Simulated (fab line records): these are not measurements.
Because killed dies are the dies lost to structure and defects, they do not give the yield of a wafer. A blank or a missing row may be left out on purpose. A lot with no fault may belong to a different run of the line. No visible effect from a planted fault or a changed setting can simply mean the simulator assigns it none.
fab line records    flow nand_harc
[record] lots = 24  wafers = 72  last_day = 25
route steps=1159 shown A_STAIRCASE@734 A_SGD_CUT@758 A_WL_FILL@810
lots that met no fault: from a run of the same line without faults
start_h: hours from the record's first day to the start of the lot's first wafer shown    wait_h: hours from the lot's prior step to this one    " as in the row above    L1.1+2: a single row standing in for several wafers    - no value, or no start was given    * or withheld: withheld    < > ~ a bound
route shown NAME@n: a module of which the file shows steps, and the number in the route of the first    usual: average and standard deviation across the fault-free wafers    same: alike in all rows    chamber/n: place in a boat    sites: the reading at each site    _std_site: their standard deviation    _edge_site: the outer-site mean with the inner-site mean subtracted    radius_mm: how far each site lies from the wafer's centre    mask NAME#n: copy n    behind: the most recent tool/chamber to have shaped the wafer    hold: why the lot went on hold/how many hours it stayed there/how the hold came to an end    device: the n, p or np transistor that did not switch    end of line: tests of these same wafers at the route's end    for a step that has no rows: nothing shown but its recipe    killed: dies that structure and defects cost at the first sort, which is not the same as the wafer's yield    map: the dies of a wafer, with x for killed, . for not killed, _ for no die there
set.NAME: the setting the step ran with; set.NAME@STEP: the setting that earlier step ran with    model.NAME: the simulator's own value behind a step, which no gauge read
a sample of lots followed through the steps of the route, with each step as a table and each wafer as a row
services: when a tool's chamber went out of use (start_h, in hours from the record's first day, below 0 if earlier), for how many hours, and the reason
[[steps]]
[step NHARC_A_STAIRCASE_CMP_152]
[usual] motor_current_A = 12.2/1.3
lot.wafer  tool    chamber  start_h  wait_h  motor_current_A
L074.1     cmp-04  3        312.29   0.1     11.8
L074.2     "       0        "        "       11.8
L074.5     "       3        "        "       11.5
L075.1     cmp-04  3        320.24   0.1     11.8
L075.4     "       0        "        "       12.6
L075.2     "       1        "        "       12.0
L076.1     cmp-04  3        320.79   0.1     11.8
L076.6     "       0        "        "       13.1
L076.5     "       1        "        "       11.7
L077.3     cmp-01  1        327.84   0.1     12.6
L077.1     "       2        "        "       10.9
L077.6     "       1        "        "       12.2
L079.1     cmp-01  0        328.00   0.1     14.7
L079.4     "       3        "        "       11.0
L079.6     "       1        "        "       12.2
L078.3     cmp-01  3        328.73   0.1     11.0
L078.4     "       0        "        "       15.1
L078.5     "       3        "        "       11.4
L082.3     cmp-01  1        347.77   0.1     11.9
L082.2     "       3        "        "       10.9
L082.5     "       2        "        "       11.0
L081.2     cmp-02  1        348.47   0.1     14.4
L081.4     "       2        "        "       12.4
L081.3     "       0        "        "       12.5
L080.1     cmp-02  1        354.89   0.1     13.9
L080.5     "       0        "        "       12.3
L080.6     "       1        "        "       14.4
L083.2     cmp-02  2        359.78   0.1     12.1
L083.3     "       0        "        "       12.4
L083.5     "       2        "        "       11.7
L084.1     cmp-04  3        359.99   0.1     11.8
L084.4     "       0        "        "       12.8
L084.6     "       2        "        "       10.4
L085.2     cmp-01  0        381.23   0.1     15.0
L085.3     "       1        "        "       11.7
L085.6     "       0        "        "       15.1
L088.3     cmp-01  0        385.71   0.1     14.9
L088.5     "       3        "        "       11.0
L088.6     "       0        "        "       14.6
L087.3     cmp-04  0        386.80   1.1     13.0
L087.1     "       1        "        "       12.0
L087.5     "       0        "        "       12.6
L089.1     cmp-01  0        391.66   0.1     15.7
L089.3     "       1        "        "       12.4
L089.6     "       2        "        "       11.4
L086.1     cmp-02  3        392.18   0.1     12.5
L086.6     "       3        "        "       11.9
L086.5     "       0        "        "       12.3
L091.4     cmp-01  0        408.57   0.1     15.4
L091.3     "       1        "        "       11.9
L091.1     "       2        "        "       11.0
L093.4     cmp-02  3        408.60   0.1     12.0
L093.5     "       1        "        "       14.7
L093.6     "       2        "        "       12.1
L092.4     cmp-04  2        408.99   0.1     10.4
L092.2     "       3        "        "       11.9
L092.5     "       2        "        "       9.7
L090.1     cmp-04  0        410.02   0.1     12.8
L090.2     "       1        "        "       12.3
L090.6     "       3        "        "       12.0
L095.4     cmp-04  0        445.11   0.1     12.7
L095.2     "       1        "        "       11.9
L095.1     "       2        "        "       10.4
L094.3     cmp-02  3        445.35   0.1     12.6
L094.4     "       1        "        "       14.6
L094.5     "       2        "        "       12.7
L096.3     cmp-01  2        445.42   0.1     11.3
L096.5     "       0        "        "       14.9
L096.6     "       1        "        "       11.6
L097.1     cmp-04  1        446.74   0.1     12.1
L097.6     "       3        "        "       12.0
L097.5     "       0        "        "       12.8
[step NHARC_A_STAIRCASE_DEP_471]
[recipe] target_thk_a = 1000  temp_c = 400  pressure_torr = 6.5  rf_w = 900  teos_flow_sccm = 161.4  flow_sccm = 2650  target_thk_nm = 100  gas = O2  material = SiO2
[usual] chamber_pressure_Torr = 6.500/0.013  flow_sccm = 2651/8.1  heater_power_w = 559/74  throttle_valve_pct = 16.1/0.43
lot.wafer  tool      chamber  start_h  wait_h  chamber_pressure_Torr  flow_sccm  heater_power_w  throttle_valve_pct
L074.1     pecvd-01  2        313.41   -       6.496                  2650       603             16.0
L074.2     "         0        "        "       6.479                  2642       452             16.7
L074.5     "         0        "        "       6.466                  2658       465             16.7
L075.1     pecvd-03  0        321.42   -       6.526                  2652       493             15.2
L075.2     "         1        "        "       6.524                  2662       611             16.1
L075.4     "         0        "        "       6.504                  2647       507             15.4
L076.1     pecvd-01  0        322.72   -       6.473                  2648       512             16.8
L076.5     "         2        "        "       6.490                  2650       576             15.9
L076.6     "         1        "        "       6.515                  2654       527             16.4
L077.1     pecvd-01  2        329.14   -       6.481                  2673       569             16.2
L077.3     "         0        "        "       6.510                  2653       466             16.6
L077.6     "         0        "        "       6.499                  2663       477             16.7
L079.1     pecvd-03  2        329.31   -       6.483                  2653       683             15.8
L079.4     "         1        "        "       6.496                  2643       555             16.3
L079.6     "         2        "        "       6.489                  2656       679             15.7
L078.3     pecvd-03  0        329.98   -       6.523                  2654       373             15.5
L078.5     "         1        "        "       6.510                  2650       646             16.1
L078.4     "         0        "        "       6.500                  2642       385             15.6
L082.3     pecvd-04  2        348.93   -       6.497                  2634       464             16.1
L082.2     "         0        "        "       6.523                  2650       717             16.2
L082.5     "         2        "        "       6.486                  2645       477             15.9
L081.3     pecvd-01  1        349.70   -       6.490                  2648       557             16.3
L081.2     "         2        "        "       6.508                  2655       610             16.0
L081.4     "         2        "        "       6.496                  2643       588             16.2
L080.1     pecvd-03  2        356.02   -       6.522                  2652       573             15.9
L080.6     "         1        "        "       6.494                  2646       608             16.2
L080.5     "         0        "        "       6.507                  2651       505             15.4
L083.3     pecvd-04  2        360.90   -       6.497                  2644       540             16.1
L083.2     "         0        "        "       6.509                  2646       663             15.9
L083.5     "         2        "        "       6.480                  2646       546             16.2
L084.1     pecvd-03  2        361.12   -       6.502                  2651       668             15.9
L084.6     "         0        "        "       6.502                  2661       417             15.5
L084.4     "         1        "        "       6.498                  2656       633             16.3
L085.3     pecvd-01  2        382.42   -       6.491                  2659       529             15.8
L085.2     "         0        "        "       6.496                  2653       536             16.7
L085.6     "         1        "        "       6.502                  2643       603             16.6
L088.3     pecvd-03  1        387.26   -       6.463                  2657       629             16.1
L088.6     "         0        "        "       6.508                  2663       450             15.7
L088.5     "         1        "        "       6.491                  2658       630             16.1
L087.3     pecvd-03  2        387.89   -       6.483                  2645       726             15.9
L087.1     "         0        "        "       6.510                  2649       505             15.7
L087.5     "         2        "        "       6.496                  2645       709             15.8
L089.3     pecvd-01  1        392.80   -       6.516                  2650       650             16.6
L089.1     "         2        "        "       6.503                  2647       506             16.1
L089.6     "         2        "        "       6.489                  2642       499             16.0
L086.1     pecvd-01  1        393.35   -       6.513                  2641       512             16.6
L086.6     "         2        "        "       6.503                  2641       484             15.9
L086.5     "         0        "        "       6.511                  2643       491             16.8
L091.3     pecvd-03  0        409.75   -       6.473                  2658       473             15.8
L091.1     "         1        "        "       6.485                  2648       583             16.4
L091.4     "         2        "        "       6.492                  2653       572             15.8
L093.5     pecvd-01  0        409.78   -       6.510                  2662       493             16.7
L093.4     "         1        "        "       6.500                  2654       522             16.8
L093.6     "         2        "        "       6.499                  2659       547             16.1
L092.2     pecvd-01  2        410.12   -       6.516                  2648       581             16.1
L092.5     "         0        "        "       6.510                  2650       516             16.8
L092.4     "         1        "        "       6.518                  2647       520             16.7
L090.1     pecvd-04  2        411.09   -       6.506                  2648       525             16.0
L090.2     "         0        "        "       6.493                  2656       684             16.0
L090.6     "         2        "        "       6.507                  2655       526             16.1
L095.1     pecvd-04  1        446.31   -       6.488                  2649       562             15.3
L095.2     "         2        "        "       6.515                  2647       553             15.9
L095.4     "         0        "        "       6.479                  2649       683             16.1
L094.4     pecvd-01  2        446.52   -       6.486                  2670       564             16.1
L094.3     "         0        "        "       6.513                  2649       463             16.3
L094.5     "         2        "        "       6.515                  2652       573             15.9
L096.3     pecvd-03  2        446.61   -       6.514                  2647       575             16.1
L096.5     "         2        "        "       6.494                  2645       600             15.8
L096.6     "         0        "        "       6.524                  2648       499             15.7
L097.1     pecvd-03  0        447.90   -       6.491                  2651       471             15.8
L097.5     "         0        "        "       6.512                  2659       483             16.0
L097.6     "         1        "        "       6.482                  2677       579             16.5
[step NHARC_A_SGD_CUT_CD_MEAS_09]
[recipe] target_cd_nm = 100  landing_energy_ev = 500
[usual] cd_nm = 99.8/0.51
lot.wafer  tool       chamber  start_h  wait_h  cd_nm
L074.1     cd_sem-01  0        314.67   -       100.2
L074.2     "          0        "        "       100.4
L074.5     "          0        "        "       100.0
L075.1     cd_sem-01  0        322.67   -       99.4
L075.2     "          0        "        "       99.2
L075.4     "          0        "        "       99.0
L076.1     cd_sem-01  0        324.05   -       99.2
L076.5     "          0        "        "       99.7
L076.6     "          0        "        "       99.8
L077.1     cd_sem-03  0        330.56   -       99.7
L077.3     "          0        "        "       100.0
L077.6     "          0        "        "       99.9
L079.1     cd_sem-03  0        330.81   -       99.9
L079.4     "          0        "        "       100.2
L079.6     "          0        "        "       99.4
L078.3     cd_sem-02  0        331.64   -       100.2
L078.4     "          0        "        "       100.4
L078.5     "          0        "        "       100.9
L082.2     cd_sem-02  0        350.33   -       100.3
L082.3     "          0        "        "       100.4
L082.5     "          0        "        "       100.8
L081.2     cd_sem-02  0        351.09   -       99.4
L081.3     "          0        "        "       99.5
L081.4     "          0        "        "       99.0
L080.1     cd_sem-02  0        357.27   -       99.0
L080.5     "          0        "        "       99.9
L080.6     "          0        "        "       99.4
L083.2     cd_sem-01  0        362.15   -       99.3
L083.3     "          0        "        "       99.7
L083.5     "          0        "        "       99.6
L084.1     cd_sem-02  0        362.47   -       99.3
L084.4     "          0        "        "       100.2
L084.6     "          0        "        "       99.6
L085.2     cd_sem-03  0        384.34   -       100.0
L085.3     "          0        "        "       100.3
L085.6     "          0        "        "       99.2
L088.3     cd_sem-02  0        388.64   -       99.8
L088.5     "          0        "        "       100.4
L088.6     "          0        "        "       100.5
L087.1     cd_sem-03  0        389.29   -       99.8
L087.3     "          0        "        "       99.8
L087.5     "          0        "        "       100.0
L089.1     cd_sem-01  0        394.21   -       100.0
L089.3     "          0        "        "       99.5
L089.6     "          0        "        "       99.9
L086.1     cd_sem-02  0        394.78   -       100.0
L086.5     "          0        "        "       100.0
L086.6     "          0        "        "       100.0
L093.4     cd_sem-02  0        411.11   -       99.0
L093.5     "          0        "        "       99.1
L093.6     "          0        "        "       99.4
L091.1     cd_sem-01  0        411.26   -       100.0
L091.3     "          0        "        "       100.0
L091.4     "          0        "        "       99.3
L092.2     cd_sem-02  0        411.56   -       100.0
L092.4     "          0        "        "       99.1
L092.5     "          0        "        "       99.0
L090.1     cd_sem-02  0        412.54   -       101.1
L090.2     "          0        "        "       100.6
L090.6     "          0        "        "       99.8
L095.1     cd_sem-02  0        447.68   -       100.2
L095.2     "          0        "        "       100.9
L095.4     "          0        "        "       99.6
L094.3     cd_sem-01  0        447.96   -       100.0
L094.4     "          0        "        "       100.0
L094.5     "          0        "        "       100.5
L096.3     cd_sem-01  0        448.13   -       98.9
L096.5     "          0        "        "       99.0
L096.6     "          0        "        "       98.6
L097.1     cd_sem-03  0        449.36   -       100.7
L097.5     "          0        "        "       100.1
L097.6     "          0        "        "       100.5
[step NHARC_A_SGD_CUT_CMP_21]
[recipe] target_thk_nm = 148.19
[usual] motor_current_A = 12.3/1.1  time_to_endpoint_s = 50/3.1
lot.wafer  tool    chamber  start_h  wait_h  motor_current_A  time_to_endpoint_s
L074.2     cmp-03  1        320.35   0.4     11.9             48
L074.1     "       2        "        "       12.3             50
L074.5     "       1        "        "       11.8             49
L075.1     cmp-03  0        329.75   0.4     12.0             49
L075.4     "       1        "        "       11.9             48
L075.2     "       3        "        "       13.4             53
L076.1     cmp-01  3        329.81   0.4     11.0             49
L076.6     "       1        "        "       12.7             48
L076.5     "       2        "        "       11.1             46
L079.1     cmp-01  2        336.26   0.4     11.8             46
L079.4     "       1        "        "       11.8             50
L079.6     "       3        "        "       11.3             50
L077.1     cmp-04  3        336.29   0.4     11.7             49
L077.3     "       1        "        "       12.0             47
L077.6     "       3        "        "       12.0             49
L078.4     cmp-03  1        336.35   0.5     11.7             53
L078.3     "       3        "        "       13.8             57
L078.5     "       1        "        "       12.3             53
L082.3     cmp-03  2        356.96   0.4     13.1             53
L082.2     "       3        "        "       13.8             55
L082.5     "       3        "        "       13.7             52
L081.4     cmp-04  3        356.96   0.4     11.2             49
L081.2     "       0        "        "       12.1             53
L081.3     "       2        "        "       10.1             51
L080.1     cmp-01  1        363.24   0.5     11.5             53
L080.5     "       2        "        "       11.5             49
L080.6     "       3        "        "       10.9             45
L084.1     cmp-03  0        367.80   0.4     12.3             48
L084.4     "       1        "        "       12.2             48
L084.6     "       0        "        "       12.5             49
L083.3     cmp-04  0        367.82   0.4     13.0             52
L083.2     "       1        "        "       12.2             47
L083.5     "       3        "        "       12.0             48
L085.2     cmp-04  3        389.98   0.4     12.1             48
L085.3     "       0        "        "       13.0             51
L085.6     "       3        "        "       11.7             47
L087.1     cmp-04  3        394.53   0.4     11.6             48
L087.3     "       0        "        "       12.8             51
L087.5     "       3        "        "       11.9             43
L088.3     cmp-03  2        394.55   0.4     12.9             56
L088.5     "       0        "        "       12.3             52
L088.6     "       1        "        "       12.2             50
L089.3     cmp-03  3        402.78   0.4     13.9             55
L089.1     "       1        "        "       12.7             49
L089.6     "       2        "        "       13.0             56
L086.1     cmp-01  3        402.81   0.4     11.3             49
L086.6     "       2        "        "       11.4             50
L086.5     "       3        "        "       11.6             50
L090.1     cmp-03  0        417.14   0.4     12.4             47
L090.2     "       2        "        "       13.4             55
L090.6     "       3        "        "       13.2             54
L091.1     cmp-01  1        417.18   0.4     12.0             53
L091.4     "       2        "        "       11.4             53
L091.3     "       3        "        "       10.7             50
L093.4     cmp-04  2        417.19   0.4     10.3             46
L093.6     "       3        "        "       11.6             45
L093.5     "       0        "        "       12.7             51
L092.4     cmp-03  0        417.26   0.5     12.5             45
L092.2     "       1        "        "       11.7             48
L092.5     "       0        "        "       11.7             49
L095.2     cmp-01  1        455.24   0.4     11.4             50
L095.1     "       3        "        "       11.2             49
L095.4     "       0        "        "       15.1             50
L094.4     cmp-03  2        455.26   0.4     13.5             55
L094.3     "       1        "        "       11.5             49
L094.5     "       2        "        "       12.9             56
L096.3     cmp-04  3        455.31   0.4     11.4             43
L096.6     "       1        "        "       11.7             48
L096.5     "       2        "        "       10.7             48
L097.1     cmp-01  2        455.44   0.6     10.2             50
L097.5     "       0        "        "       15.3             51
L097.6     "       1        "        "       11.9             52
[step NHARC_A_WL_FILL_RTA_01]
[recipe] temp_c = 1000  time_s = 5
[usual] lamp_power_pct = 30.2/2.3  wafer_temp_C_max = 1006.0/2
lot.wafer  tool           chamber  start_h  wait_h  lamp_power_pct  wafer_temp_C_max
L074.1     rtp_anneal-01  0        337.60   -       27.9            1006.3
L074.2     "              0        "        "       27.9            1009.9
L074.5     "              0        "        "       27.9            1007.1
L076.1     rtp_anneal-02  0        348.34   -       32.5            1004.9
L076.5     "              0        "        "       32.5            1003.6
L076.6     "              0        "        "       32.4            1004.0
L075.1     rtp_anneal-01  0        348.50   -       27.9            1007.9
L075.2     "              0        "        "       27.9            1008.4
L075.4     "              0        "        "       27.9            1006.6
L077.1     rtp_anneal-01  0        352.96   -       27.9            1006.5
L077.3     "              0        "        "       27.9            1006.8
L077.6     "              0        "        "       27.9            1004.9
L079.1     rtp_anneal-02  0        353.15   0.3     32.5            1003.6
L079.4     "              0        "        "       32.4            1003.6
L079.6     "              0        "        "       32.4            1005.1
L078.3     rtp_anneal-01  0        356.56   -       27.9            1010.7
L078.4     "              0        "        "       27.9            1007.3
L078.5     "              0        "        "       27.9            1008.5
L082.2     rtp_anneal-02  0        373.80   -       32.5            1004.7
L082.3     "              0        "        "       32.5            1005.0
L082.5     "              0        "        "       32.5            1003.3
L081.2     rtp_anneal-01  0        373.97   -       27.9            1006.6
L081.3     "              0        "        "       27.9            1008.9
L081.4     "              0        "        "       27.9            1005.6
L080.1     rtp_anneal-02  0        380.54   -       32.5            1004.6
L080.5     "              0        "        "       32.5            1004.0
L080.6     "              0        "        "       32.5            1004.9
L084.1     rtp_anneal-02  0        383.31   -       32.5            1004.6
L084.4     "              0        "        "       32.5            1004.5
L084.6     "              0        "        "       32.5            1004.0
L083.2     rtp_anneal-01  0        383.35   -       28.0            1008.8
L083.3     "              0        "        "       27.9            1006.6
L083.5     "              0        "        "       27.9            1005.4
L085.2     rtp_anneal-01  0        407.26   -       27.9            1006.9
L085.3     "              0        "        "       27.9            1008.8
L085.6     "              0        "        "       27.9            1006.5
L087.1     rtp_anneal-01  0        410.06   -       27.9            1009.5
L087.3     "              0        "        "       28.0            1009.5
L087.5     "              0        "        "       27.9            1005.6
L088.3     rtp_anneal-02  0        410.12   -       32.5            1004.0
L088.5     "              0        "        "       32.5            1005.0
L088.6     "              0        "        "       32.5            1004.8
L086.1     rtp_anneal-01  0        418.10   -       27.8            1012.6
L086.5     "              0        "        "       27.9            1006.8
L086.6     "              0        "        "       27.9            1006.4
L089.1     rtp_anneal-02  0        418.26   -       32.5            1004.3
L089.3     "              0        "        "       32.5            1006.1
L089.6     "              0        "        "       32.5            1003.9
L090.1     rtp_anneal-02  0        434.21   -       32.6            1005.7
L090.2     "              0        "        "       32.5            1003.7
L090.6     "              0        "        "       32.5            1003.4
L091.1     rtp_anneal-01  0        434.30   -       27.9            1010.1
L091.3     "              0        "        "       27.9            1007.9
L091.4     "              0        "        "       27.9            1010.9
L093.4     rtp_anneal-02  0        434.56   -       32.5            1003.4
L093.5     "              0        "        "       32.5            1006.8
L093.6     "              0        "        "       32.5            1004.3
L092.2     rtp_anneal-02  0        434.67   -       32.5            1004.1
L092.4     "              0        "        "       32.5            1006.6
L092.5     "              0        "        "       32.5            1004.0
L095.1     rtp_anneal-02  0        471.49   -       32.5            1004.2
L095.2     "              0        "        "       32.5            1004.7
L095.4     "              0        "        "       32.5            1003.9
L094.3     rtp_anneal-01  0        471.54   -       27.9            1005.7
L094.4     "              0        "        "       27.9            1009.4
L094.5     "              0        "        "       27.9            1007.2
L097.1     rtp_anneal-02  0        474.71   -       32.5            1005.6
L097.5     "              0        "        "       32.5            1004.8
L097.6     "              0        "        "       32.5            1004.7
L096.3     rtp_anneal-01  0        474.89   -       28.0            1009.2
L096.5     "              0        "        "       27.9            1008.3
L096.6     "              0        "        "       27.9            1006.9
[step NHARC_A_WL_FILL_STRIP_27]
[recipe] power_w = 1500  temp_c = 250  time_s = 20  chemistry = N2/H2
[usual] drypump_motor_current_A = 5.68/0.22  heater_power_w = 321/48
lot.wafer  tool             chamber  start_h  wait_h  drypump_motor_current_A  heater_power_w  rf_hours_counter_h
L074.1     plasma_asher-01  1        341.94   0.1     5.41                     306             23
L074.2     "                0        "        "       5.67                     381             23
L074.5     "                0        "        "       5.68                     382             -
L076.1     plasma_asher-02  1        352.70   0.1     5.84                     329             51
L076.5     "                1        "        "       5.89                     325             -
L076.6     "                0        "        "       5.91                     259             -
L075.1     plasma_asher-01  1        352.83   0.1     5.36                     313             27
L075.2     "                0        "        "       5.62                     385             27
L075.4     "                1        "        "       5.36                     319             -
L077.1     plasma_asher-02  0        357.39   0.1     5.92                     258             52
L077.3     "                0        "        "       5.92                     258             -
L077.6     "                0        "        "       5.95                     260             -
L079.1     plasma_asher-01  0        360.24   0.1     5.70                     378             28
L079.4     "                0        "        "       5.67                     382             -
L079.6     "                0        "        "       5.69                     380             -
L078.3     plasma_asher-01  0        363.46   0.7     5.72                     391             -
L078.4     "                1        "        "       5.44                     316             -
L078.5     "                1        "        "       5.42                     315             -
L082.2     plasma_asher-01  0        383.24   0.2     5.65                     386             40
L082.3     "                1        "        "       5.37                     320             -
L082.5     "                1        "        "       5.40                     323             -
L081.2     plasma_asher-01  0        386.05   0.2     5.65                     386             41
L081.4     "                1        "        "       5.37                     307             -
L081.3     "                0        "        "       5.64                     378             -
L080.1     plasma_asher-01  0        390.27   0.1     5.63                     378             42
L080.5     "                1        "        "       5.37                     299             -
L080.6     "                0        "        "       5.68                     384             -
L084.1     plasma_asher-02  0        393.08   0.1     5.92                     238             9
L084.4     "                1        "        "       5.90                     330             -
L084.6     "                0        "        "       5.93                     244             -
L083.2     plasma_asher-02  1        395.83   0.3     5.86                     335             10
L083.3     "                0        "        "       5.91                     244             -
L083.5     "                0        "        "       5.94                     236             -
L085.2     plasma_asher-02  1        413.87   0.1     5.89                     333             16
L085.3     "                0        "        "       5.96                     238             -
L085.6     "                0        "        "       5.93                     238             -
L087.1     plasma_asher-02  0        415.26   0.1     5.92                     246             16
L087.3     "                1        "        "       5.85                     328             -
L087.5     "                1        "        "       5.92                     339             -
L088.3     plasma_asher-01  1        416.78   0.2     5.41                     313             -
L088.6     "                0        "        "       5.70                     384             -
L088.5     "                1        "        "       5.37                     307             -
L086.1     plasma_asher-02  0        422.42   0.1     5.94                     247             17
L086.5     "                0        "        "       5.94                     251             -
L086.6     "                1        "        "       5.81                     334             -
L089.1     plasma_asher-02  0        422.60   0.1     5.92                     235             18
L089.3     "                1        "        "       5.86                     331             -
L089.6     "                1        "        "       5.88                     335             -
L090.2     plasma_asher-01  1        440.44   0.1     5.34                     325             59
L090.1     "                0        "        "       5.67                     385             59
L090.6     "                1        "        "       5.38                     311             -
L091.1     plasma_asher-02  0        441.88   0.1     5.93                     235             25
L091.4     "                1        "        "       5.86                     329             -
L091.3     "                0        "        "       5.93                     241             -
L093.4     plasma_asher-01  0        443.33   0.2     5.64                     388             -
L093.5     "                1        "        "       5.37                     316             -
L093.6     "                0        "        "       5.70                     385             -
L092.2     plasma_asher-01  1        444.74   0.2     5.39                     312             60
L092.4     "                0        "        "       5.68                     393             -
L092.5     "                1        "        "       5.35                     311             -
L095.2     plasma_asher-01  1        475.87   0.1     5.40                     310             5
L095.1     "                0        "        "       5.66                     355             5
L095.4     "                1        "        "       5.38                     308             -
L094.4     plasma_asher-02  1        475.90   0.1     5.87                     334             -
L094.3     "                0        "        "       5.94                     233             -
L094.5     "                1        "        "       5.86                     333             -
L097.1     plasma_asher-01  0        479.31   0.2     5.65                     351             6
L097.6     "                1        "        "       5.35                     312             -
L097.5     "                0        "        "       5.67                     350             -
L096.3     plasma_asher-01  0        482.15   0.2     5.71                     353             -
L096.5     "                1        "        "       5.37                     316             -
L096.6     "                0        "        "       5.66                     341             -
[[services]]
tool             chamber  start_h  hours  kind
pecvd-03         -        292.28   13.0   pm
plasma_asher-02  -        296.78   2.0    repair
rtp_anneal-02    -        300.00   12.0   pm
cmp-04           -        301.00   4.0    pm
cmp-03           -        314.95   2.6    repair
cmp-04           -        325.83   6.4    repair
cmp-01           -        351.37   0.5    repair
cmp-03           -        352.13   4.0    pm
plasma_asher-02  -        360.04   9.0    pm
cmp-03           -        373.34   1.2    repair
cmp-01           -        375.50   4.0    pm
cmp-03           -        383.36   6.5    repair
cmp-04           -        395.86   0.3    repair
cmp-04           -        399.06   4.0    pm
pecvd-01         -        418.61   13.0   pm
cmp-03           -        427.81   0.9    repair
cmp-01           -        440.44   2.1    repair
pecvd-01         1        444.23   15.7   repair
cmp-03           -        450.13   4.0    pm
plasma_asher-01  -        453.33   9.0    pm
pecvd-03         -        460.10   1.2    repair
pecvd-03         -        473.28   13.0   pm
cmp-01           -        473.50   4.0    pm
plasma_asher-02  -        478.47   0.9    repair
[[key]]
fault none
